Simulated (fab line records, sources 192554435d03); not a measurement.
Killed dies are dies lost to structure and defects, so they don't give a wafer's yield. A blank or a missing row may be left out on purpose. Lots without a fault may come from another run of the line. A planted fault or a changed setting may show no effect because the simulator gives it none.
Split-lot experiment | flow n5_finfet | 7 lots, 21 wafers read, on a route of 1938 steps

THE SPLIT
At N5_BEOL_M0_ETCH_138 (etches SiCN in CH3F/O2, target depth 12 nm, time 31.6 s), the setting bias_w was moved away from the recipe's 75 W on 5 of the 21 wafers read, by -17.7% to +8.4%. The other wafers ran this setting at the recipe's value.

The reading is taken at the split's own step.

THE READING
rf_vpp_V, in V, at N5_BEOL_M0_ETCH_138 (etches SiCN in CH3F/O2, target depth 12 nm, time 31.6 s). Fault-free wafers of this fab line usually give 297.2 V, standard deviation 1.7 V.

wafer  | tool, chamber at the split | bias_w as run, W | against the recipe | rf_vpp_V, V | against lot-mates on the recipe
L074.1 | rie_diel-06, 1             | 75               | recipe             | 297.3       | -
L074.3 | rie_diel-06, 3             | 75               | recipe             | 296.4       | -
L074.6 | rie_diel-06, 3             | 75               | recipe             | 297.2       | -
L080.1 | rie_diel-01, 2             | 75               | recipe             | 296.7       | -
L080.2 | rie_diel-01, 3             | 75               | recipe             | 294.8       | -
L080.6 | rie_diel-01, 2             | 75               | recipe             | 296.0       | -
L087.2 | rie_diel-02, 0             | 67.94            | -9.4%              | 277.0       | -17.9
L087.4 | rie_diel-02, 1             | 75               | recipe             | 295.5       | -
L087.5 | rie_diel-02, 0             | 75               | recipe             | 294.3       | -
L088.2 | rie_diel-02, 0             | 81.31            | +8.4%              | 310.9       | +10.7
L088.5 | rie_diel-02, 2             | 75               | recipe             | 300.2       | -
L088.6 | rie_diel-02, 3             | 81.31            | +8.4%              | 311.4       | +11.2
L090.1 | rie_diel-01, 2             | 75               | recipe             | 296.1       | -
L090.3 | rie_diel-01, 3             | 75               | recipe             | 296.6       | -
L090.6 | rie_diel-01, 1             | 75               | recipe             | 296.3       | -
L093.1 | rie_diel-06, 2             | 75               | recipe             | 297.8       | -
L093.4 | rie_diel-06, 3             | 61.76            | -17.7%             | 262.5       | -35.3
L093.6 | rie_diel-06, 1             | 61.76            | -17.7%             | 262.2       | -35.6
L095.3 | rie_diel-02, 2             | 75               | recipe             | 300.5       | -
L095.4 | rie_diel-02, 0             | 75               | recipe             | 294.2       | -
L095.6 | rie_diel-02, 2             | 75               | recipe             | 299.3       | -

THE FIT
A straight line over all 21 wafers: rf_vpp_V changes by +1.92 V for each +1% of bias_w; r = +0.99; the points scatter about the line by 1.8 V.
The same after taking each lot's own level away (the mean of its wafers on the recipe; 21 wafers): +1.86 V for each +1%; r = +0.99; scatter 2 V.
On that fit, the largest move of bias_w shifts the reading by 33 V.
The lots' own levels span 294.90 to 300.20 V, that is 3.1 times the standard deviation above.
So the lot-to-lot level changes the slope little: the two slopes agree.
Check: with one of the wafers moved furthest among these (-17.7%) left out of the fit, the line predicts -32.4 V for it against its lot-mates. It came out at -35.3 V against them.
Tool readings at the split's step, against how far the setting was moved: rf_vpp_V r = +0.99.

OTHER SPLITS ON THESE WAFERS
These wafers also went through other splits before the reading. Each is held against what the fit with the lots' levels taken away leaves over:
other split on the same wafers          | wafers away from the commonest value | r with rf_vpp_V (lot level and that fit taken away)
N5_BEOL_M0_SAQP_SPACER1_ALD_98 temp_c   | 7                                    | -0.22
N5_BEOL_M0_SAQP_ETCH_106 target_depth_a | 8                                    | +0.03

THE FILE'S OWN FIT
rf_vpp_V changes by +1.88 V for each +1% of bias_w, r = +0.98.
